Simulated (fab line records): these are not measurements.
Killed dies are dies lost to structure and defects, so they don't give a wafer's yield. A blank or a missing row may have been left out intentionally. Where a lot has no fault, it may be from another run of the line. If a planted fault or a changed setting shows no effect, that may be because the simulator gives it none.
What tool caused it? :: flow n5Finfet :: 10 lots with 27 wafers sampled at 5 steps, on a route of 1938 steps

== WHAT THE GAUGES READ, wafer by wafer ==
N5_BEOL_M1_INSPECT_59: inspects for defects (darkfield). Usual: rawDefectCount 76, standard deviation 30.
lot: L674
measured: day 7 18:31
on: defectInspect-01
rawDefectCount: 93 61 72
flag: 

lot: L678
measured: day 8 03:41
on: defectInspect-02
rawDefectCount: 73 80 65
flag: 

lot: L683
measured: day 9 21:38
on: defectInspect-02
rawDefectCount: 66 63 36
flag: 

lot: L685
measured: day 10 05:46
on: defectInspect-02
rawDefectCount: 84 86 63
flag: 

lot: L687
measured: day 10 07:30
on: defectInspect-02
rawDefectCount: 70 40 76
flag: 

lot: L688
measured: day 10 12:07
on: defectInspect-02
rawDefectCount: 81 112 68
flag: 

lot: L689
measured: day 10 17:41
on: defectInspect-02
rawDefectCount: 144 123
flag: 

lot: L692
measured: day 11 06:47
on: defectInspect-01
rawDefectCount: 57 37
flag: 

lot: L696
measured: day 12 14:26
on: defectInspect-01
rawDefectCount: 44 49 49
flag: 

lot: L695
measured: day 12 21:56
on: defectInspect-02
rawDefectCount: 85 102
flag: 

N5_BEOL_M4_RC_MEAS_101. Usual: DIBL_N 36.0 mV/V, standard deviation 1.7; DIBL_P 36.2 mV/V, standard deviation 2.3; IOFF_N 0.16 nA/um, standard deviation 0.03; IOFF_P 0.21 nA/um, standard deviation 0.036; ION_N 679 uA/um, standard deviation 11; ION_P 465 uA/um, standard deviation 7.1; SS_N 71.4 mV/dec, standard deviation 0.58; SS_P 73.3 mV/dec, standard deviation 0.75; VT_N 249 mV, standard deviation 3.1; VT_P -251 mV, standard deviation 3.5.
lot: L674
measured: day 8 21:14
on: prober-01
DIBL_N (mV/V): 33.9 32.7 35.4
DIBL_P (mV/V): 33.3 31.5 35.5
IOFF_N (nA/um): 0.14 0.12 0.15
IOFF_P (nA/um): 0.19 0.17 0.21
ION_N (uA/um): 673 665 683
ION_P (uA/um): 461 459 467
SS_N (mV/dec): 71.0 70.9 70.4
SS_P (mV/dec): 73.1 72.2 72.8
VT_N (mV): 248 252 249
VT_P (mV): -250 -253 -249
flag: 

lot: L678
measured: day 9 14:20
on: prober-02
DIBL_N (mV/V): 36.7 35.8 35.3
DIBL_P (mV/V): 36.3 34.3 34.4
IOFF_N (nA/um): 0.16 0.14 0.14
IOFF_P (nA/um): 0.21 0.17 0.18
ION_N (uA/um): 684 684 674
ION_P (uA/um): 467 462 462
SS_N (mV/dec): 70.8 71.0 70.6
SS_P (mV/dec): 73.6 73.2 72.6
VT_N (mV): 249 252 251
VT_P (mV): -251 -254 -250
flag: 

lot: L683
measured: day 11 11:17
on: prober-02
DIBL_N (mV/V): 36.8 38.4 36.1
DIBL_P (mV/V): 38.0 40.1 37.2
IOFF_N (nA/um): 0.16 0.21 0.16
IOFF_P (nA/um): 0.26 0.29 0.24
ION_N (uA/um): 673 687 685
ION_P (uA/um): 465 475 473
SS_N (mV/dec): 72.1 72.0 70.6
SS_P (mV/dec): 73.9 74.0 72.9
VT_N (mV): 251 247 247
VT_P (mV): -247 -244 -249
flag: 

lot: L685
measured: day 11 11:38
on: prober-01
DIBL_N (mV/V): 35.9 36.5 36.0
DIBL_P (mV/V): 35.8 36.3 35.3
IOFF_N (nA/um): 0.15 0.14 0.14
IOFF_P (nA/um): 0.22 0.21 0.21
ION_N (uA/um): 681 679 677
ION_P (uA/um): 470 469 469
SS_N (mV/dec): 71.1 71.9 71.3
SS_P (mV/dec): 73.0 73.3 73.0
VT_N (mV): 249 252 253
VT_P (mV): -252 -250 -247
flag: 

lot: L687
measured: day 11 20:20
on: prober-02
DIBL_N (mV/V): 36.4 35.0 39.0
DIBL_P (mV/V): 36.9 34.7 40.1
IOFF_N (nA/um): 0.16 0.14 0.22
IOFF_P (nA/um): 0.22 0.18 0.26
ION_N (uA/um): 679 657 684
ION_P (uA/um): 467 456 472
SS_N (mV/dec): 71.7 71.7 71.9
SS_P (mV/dec): 73.8 72.3 74.4
VT_N (mV): 252 252 246
VT_P (mV): -250 -252 -248
flag: 

lot: L688
measured: day 11 19:26
on: prober-01
DIBL_N (mV/V): 33.6 35.7 35.5
DIBL_P (mV/V): 34.0 35.9 35.8
IOFF_N (nA/um): 0.16 0.18 0.18
IOFF_P (nA/um): 0.19 0.20 0.21
ION_N (uA/um): 687 697 695
ION_P (uA/um): 461 464 463
SS_N (mV/dec): 71.4 71.6 71.7
SS_P (mV/dec): 73.0 73.0 73.6
VT_N (mV): 249 247 246
VT_P (mV): -254 -250 -250
flag: 

lot: L689
measured: day 12 07:04
on: prober-02
DIBL_N (mV/V): 38.0 36.3
DIBL_P (mV/V): 38.0 36.3
IOFF_N (nA/um): 0.19 0.15
IOFF_P (nA/um): 0.21 0.19
ION_N (uA/um): 692 671
ION_P (uA/um): 463 458
SS_N (mV/dec): 71.9 71.0
SS_P (mV/dec): 74.0 74.1
VT_N (mV): 247 254
VT_P (mV): -252 -255
flag: 

lot: L692
measured: day 12 20:01
on: prober-02
DIBL_N (mV/V): 36.7 34.3
DIBL_P (mV/V): 39.3 35.5
IOFF_N (nA/um): 0.20 0.14
IOFF_P (nA/um): 0.22 0.16
ION_N (uA/um): 691 679
ION_P (uA/um): 467 456
SS_N (mV/dec): 71.7 71.2
SS_P (mV/dec): 73.9 72.3
VT_N (mV): 244 250
VT_P (mV): -252 -255
flag: 

lot: L696
measured: day 14 04:23
on: prober-01
DIBL_N (mV/V): 37.0 36.6 38.6
DIBL_P (mV/V): 37.6 37.2 39.7
IOFF_N (nA/um): 0.16 0.17 0.20
IOFF_P (nA/um): 0.22 0.22 0.27
ION_N (uA/um): 687 683 688
ION_P (uA/um): 469 462 470
SS_N (mV/dec): 71.7 71.3 72.0
SS_P (mV/dec): 73.4 73.8 74.9
VT_N (mV): 250 247 245
VT_P (mV): -251 -252 -249
flag: 

lot: L695
measured: day 14 09:19
on: prober-02
DIBL_N (mV/V): 40.8 36.5
DIBL_P (mV/V): 43.6 37.9
IOFF_N (nA/um): 0.28 0.16
IOFF_P (nA/um): 0.32 0.22
ION_N (uA/um): 701 672
ION_P (uA/um): 481 462
SS_N (mV/dec): 72.3 72.2
SS_P (mV/dec): 74.5 72.9
VT_N (mV): 241 253
VT_P (mV): -247 -250
flag: 

== EACH LOT AND THE TOOL THAT RAN IT (in order: tool; ch and the chambers of the sampled wafers; start) ==
lot: L674
N5_BEOL_M2_ILD_DEP_00: pecvd-01 ch 1,2, day 7 18:33
N5_BEOL_M2_PECVD_72: pecvd-02 ch 0,1,2, day 7 18:39
N5_BEOL_M2_ETCH_64: rieDiel-05 ch 1,2,3, day 7 20:31

lot: L678
N5_BEOL_M2_ILD_DEP_00: pecvd-03 ch 1,2, day 8 03:43
N5_BEOL_M2_PECVD_72: pecvd-01 ch 1,2, day 8 03:50
N5_BEOL_M2_ETCH_64: rieDiel-01 ch 0,2,3, day 8 05:11

lot: L683
N5_BEOL_M2_ILD_DEP_00: pecvd-03 ch 0,1,2, day 9 21:40
N5_BEOL_M2_PECVD_72: pecvd-03 ch 0,2, day 9 21:46
N5_BEOL_M2_ETCH_64: rieDiel-01 ch 0,1,3, day 9 22:25

lot: L685
N5_BEOL_M2_ILD_DEP_00: pecvd-02 ch 0,1, day 10 05:49
N5_BEOL_M2_PECVD_72: pecvd-01 ch 0,1, day 10 05:55
N5_BEOL_M2_ETCH_64: rieDiel-01 ch 1,2,3, day 10 07:43

lot: L687
N5_BEOL_M2_ILD_DEP_00: pecvd-01 ch 0,1, day 10 07:32
N5_BEOL_M2_PECVD_72: pecvd-03 ch 0,1,2, day 10 07:40
N5_BEOL_M2_ETCH_64: rieDiel-01 ch 0,1,3, day 10 10:35

lot: L688
N5_BEOL_M2_ILD_DEP_00: pecvd-02 ch 1,2, day 10 12:11
N5_BEOL_M2_PECVD_72: pecvd-02 ch 1,2, day 10 12:18
N5_BEOL_M2_ETCH_64: rieDiel-05 ch 2,3, day 10 14:12

lot: L689
N5_BEOL_M2_ILD_DEP_00: pecvd-01 ch 0,2, day 10 17:43
N5_BEOL_M2_PECVD_72: pecvd-02 ch 1,2, day 10 17:49
N5_BEOL_M2_ETCH_64: rieDiel-05 ch 0,1, day 10 20:14

lot: L692
N5_BEOL_M2_ILD_DEP_00: pecvd-02 ch 0,2, day 11 06:50
N5_BEOL_M2_PECVD_72: pecvd-03 ch 0,1, day 11 06:56
N5_BEOL_M2_ETCH_64: rieDiel-05 ch 1,3, day 11 07:46

lot: L696
N5_BEOL_M2_ILD_DEP_00: pecvd-03 ch 0,1, day 12 14:28
N5_BEOL_M2_PECVD_72: pecvd-01 ch 0,1, day 12 14:34
N5_BEOL_M2_ETCH_64: rieDiel-05 ch 0,2, day 12 16:23

lot: L695
N5_BEOL_M2_ILD_DEP_00: pecvd-02 ch 0,1, day 12 21:59
N5_BEOL_M2_PECVD_72: pecvd-03 ch 1,2, day 12 22:05
N5_BEOL_M2_ETCH_64: rieDiel-06 ch 0,2, day 12 23:17
- N5_BEOL_M2_ILD_DEP_00: deposits SiOC from DEMS/O2, target thk 79 nm, time 15.3 s.
- N5_BEOL_M2_PECVD_72: deposits SiO2 from TEOS/O2, target thk 16 nm, time 18 s.
- N5_BEOL_M2_ETCH_64: etches SOC in N2/H2, target depth 75 nm, overetch 22.5 nm, time 121.9 s.

== AS READ BY THE TOOLS THEMSELVES (means over the sampled wafers that have a number; for cases with no such wafer, the mark the record gives instead) ==
N5_BEOL_M2_ILD_DEP_00. Usual: heaterPowerW 476 W, standard deviation 52; showerheadPlenumPTorr 5.694 Torr, standard deviation 0.017; throttleValvePct 11.9 %, standard deviation 0.66.
lot: L674
tool: pecvd-01
heaterPowerW (W): 500
showerheadPlenumPTorr (Torr): 5.676
throttleValvePct (%): 12.3
flag: 

lot: L678
tool: pecvd-03
heaterPowerW (W): 521
showerheadPlenumPTorr (Torr): 5.708
throttleValvePct (%): 11.5
flag: 

lot: L683
tool: pecvd-03
heaterPowerW (W): 488
showerheadPlenumPTorr (Torr): 5.698
throttleValvePct (%): 11.9
flag: 

lot: L685
tool: pecvd-02
heaterPowerW (W): 466
showerheadPlenumPTorr (Torr): 5.703
throttleValvePct (%): 12.3
flag: 

lot: L687
tool: pecvd-01
heaterPowerW (W): 474
showerheadPlenumPTorr (Torr): 5.684
throttleValvePct (%): 12.0
flag: 

lot: L688
tool: pecvd-02
heaterPowerW (W): 450
showerheadPlenumPTorr (Torr): 5.702
throttleValvePct (%): 11.7
flag: 

lot: L689
tool: pecvd-01
heaterPowerW (W): 576
showerheadPlenumPTorr (Torr): 5.669
throttleValvePct (%): 11.4
flag: 

lot: L692
tool: pecvd-02
heaterPowerW (W): 415
showerheadPlenumPTorr (Torr): 5.689
throttleValvePct (%): 11.2
flag: 

lot: L696
tool: pecvd-03
heaterPowerW (W): 490
showerheadPlenumPTorr (Torr): 5.712
throttleValvePct (%): 12.2
flag: 

lot: L695
tool: pecvd-02
heaterPowerW (W): 438
showerheadPlenumPTorr (Torr): 5.693
throttleValvePct (%): 11.9
flag: 

N5_BEOL_M2_PECVD_72. Usual: heaterPowerW 700 W, standard deviation 72; showerheadPlenumPTorr 8.77 Torr, standard deviation 0.063; throttleValvePct 22.1 %, standard deviation 1.3.
lot: L674
tool: pecvd-02
heaterPowerW (W): 631
showerheadPlenumPTorr (Torr): 8.78
throttleValvePct (%): 21.5
flag: 

lot: L678
tool: pecvd-01
heaterPowerW (W): 830
showerheadPlenumPTorr (Torr): 8.69
throttleValvePct (%): 23.3
flag: 

lot: L683
tool: pecvd-03
heaterPowerW (W): 721
showerheadPlenumPTorr (Torr): 8.80
throttleValvePct (%): 22.5
flag: 

lot: L685
tool: pecvd-01
heaterPowerW (W): 707
showerheadPlenumPTorr (Torr): 8.73
throttleValvePct (%): 22.4
flag: 

lot: L687
tool: pecvd-03
heaterPowerW (W): 683
showerheadPlenumPTorr (Torr): 8.83
throttleValvePct (%): 22.3
flag: 

lot: L688
tool: pecvd-02
heaterPowerW (W): 674
showerheadPlenumPTorr (Torr): 8.83
throttleValvePct (%): 22.2
flag: 

lot: L689
tool: pecvd-02
heaterPowerW (W): 664
showerheadPlenumPTorr (Torr): 8.80
throttleValvePct (%): 21.5
flag: 

lot: L692
tool: pecvd-03
heaterPowerW (W): 654
showerheadPlenumPTorr (Torr): 8.86
throttleValvePct (%): 23.0
flag: 

lot: L696
tool: pecvd-01
heaterPowerW (W): 712
showerheadPlenumPTorr (Torr): 8.70
throttleValvePct (%): 23.3
flag: 

lot: L695
tool: pecvd-03
heaterPowerW (W): 788
showerheadPlenumPTorr (Torr): 8.83
throttleValvePct (%): 22.1
flag: 

N5_BEOL_M2_ETCH_64. Usual: biasW 150.0 W, standard deviation 0.44; drypumpMotorCurrentA 5.7 A, standard deviation 0.41; oesProductAu 0.61 a.u., standard deviation 0.057; rfFwdPowerW 836.9 W, standard deviation 2.5; rfVppV 524.4 V, standard deviation 2.2; showerheadPlenumPTorr 2.55 Torr, standard deviation 0.079; throttleValvePct 17.80 %, standard deviation 0.18.
lot: L674
tool: rieDiel-05
biasW (W): 150.4
drypumpMotorCurrentA (A): 6.0
oesProductAu (a.u.): 0.62
rfFwdPowerW (W): 837.3
rfVppV (V): 522.3
showerheadPlenumPTorr (Torr): 2.53
throttleValvePct (%): 17.90
flag: 

lot: L678
tool: rieDiel-01
biasW (W): 150.1
drypumpMotorCurrentA (A): 5.3
oesProductAu (a.u.): 0.62
rfFwdPowerW (W): 837.0
rfVppV (V): 525.7
showerheadPlenumPTorr (Torr): 2.59
throttleValvePct (%): 17.72
flag: 

lot: L683
tool: rieDiel-01
biasW (W): 149.9
drypumpMotorCurrentA (A): 5.7
oesProductAu (a.u.): 0.59
rfFwdPowerW (W): 634.8
rfVppV (V): 574.9
showerheadPlenumPTorr (Torr): 2.57
throttleValvePct (%): 17.79
flag: OFF

lot: L685
tool: rieDiel-01
biasW (W): 149.7
drypumpMotorCurrentA (A): 5.5
oesProductAu (a.u.): 0.61
rfFwdPowerW (W): 635.5
rfVppV (V): 574.8
showerheadPlenumPTorr (Torr): 2.58
throttleValvePct (%): 17.79
flag: OFF

lot: L687
tool: rieDiel-01
biasW (W): 150.2
drypumpMotorCurrentA (A): 5.7
oesProductAu (a.u.): 0.59
rfFwdPowerW (W): 635.5
rfVppV (V): 574.5
showerheadPlenumPTorr (Torr): 2.57
throttleValvePct (%): 17.79
flag: OFF

lot: L688
tool: rieDiel-05
biasW (W): 150.8
drypumpMotorCurrentA (A): 6.1
oesProductAu (a.u.): 0.68
rfFwdPowerW (W): 837.0
rfVppV (V): 524.1
showerheadPlenumPTorr (Torr): 2.57
throttleValvePct (%): 17.76
flag: 

lot: L689
tool: rieDiel-05
biasW (W): 150.0
drypumpMotorCurrentA (A): 5.8
oesProductAu (a.u.): 0.61
rfFwdPowerW (W): 835.3
rfVppV (V): 524.0
showerheadPlenumPTorr (Torr): 2.52
throttleValvePct (%): 17.73
flag: 

lot: L692
tool: rieDiel-05
biasW (W): 149.6
drypumpMotorCurrentA (A): 6.1
oesProductAu (a.u.): 0.67
rfFwdPowerW (W): 837.0
rfVppV (V): 524.6
showerheadPlenumPTorr (Torr): 2.54
throttleValvePct (%): 17.80
flag: 

lot: L696
tool: rieDiel-05
biasW (W): 149.8
drypumpMotorCurrentA (A): 5.8
oesProductAu (a.u.): 0.60
rfFwdPowerW (W): 837.2
rfVppV (V): 524.2
showerheadPlenumPTorr (Torr): 2.53
throttleValvePct (%): 17.72
flag: 

lot: L695
tool: rieDiel-06
biasW (W): 150.1
drypumpMotorCurrentA (A): 5.3
oesProductAu (a.u.): 0.58
rfFwdPowerW (W): 833.7
rfVppV (V): 524.8
showerheadPlenumPTorr (Torr): 2.60
throttleValvePct (%): 17.95
flag: 

== THE ANSWER, worked out from the rows above alone ==
Rule: a lot counts as off when the mean over its wafers that have a number is more than 3 standard deviations away from the usual mean. Also off: a lot with no number at a reading for which 4 or more lots have one. Any other lot the step has rows for is counted as sound. The gauges are gone through in route order, then the tools' own readings, and for those a lot's mean is taken as printed above. At the first step where some lot is off, the reading lying furthest off is the one used; lots without a number count as furthest.
Off at N5_BEOL_M2_ETCH_64 (rfFwdPowerW): L683, L685, L687.
A tool fits if, at that step or a process step before it, it ran every lot that is off, and no sound lot after the first of them. One fits: rieDiel-01 at N5_BEOL_M2_ETCH_64. Its last sound lot is L678 (day 8 05:11), its first lot that is off L683 (day 9 22:25): a fault that began between those two fits.
The tool's own readings at N5_BEOL_M2_ETCH_64 bear it out: on the lots that are off they differ by more than 5 times the standard deviation of the sound lots' means. rfFwdPowerW reads 635.3 W there against 836.4 W on the sound lots; rfVppV reads 574.7 V there against 524.2 V on the sound lots.

== WHAT THE SIMULATOR HAD INSERTED ==
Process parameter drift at N5_BEOL_M2_ETCH_64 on rieDiel-01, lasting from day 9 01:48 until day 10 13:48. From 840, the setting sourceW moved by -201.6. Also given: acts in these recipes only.
Lots struck among those shown: L683, L685, L687. This agrees with what the rule above found.
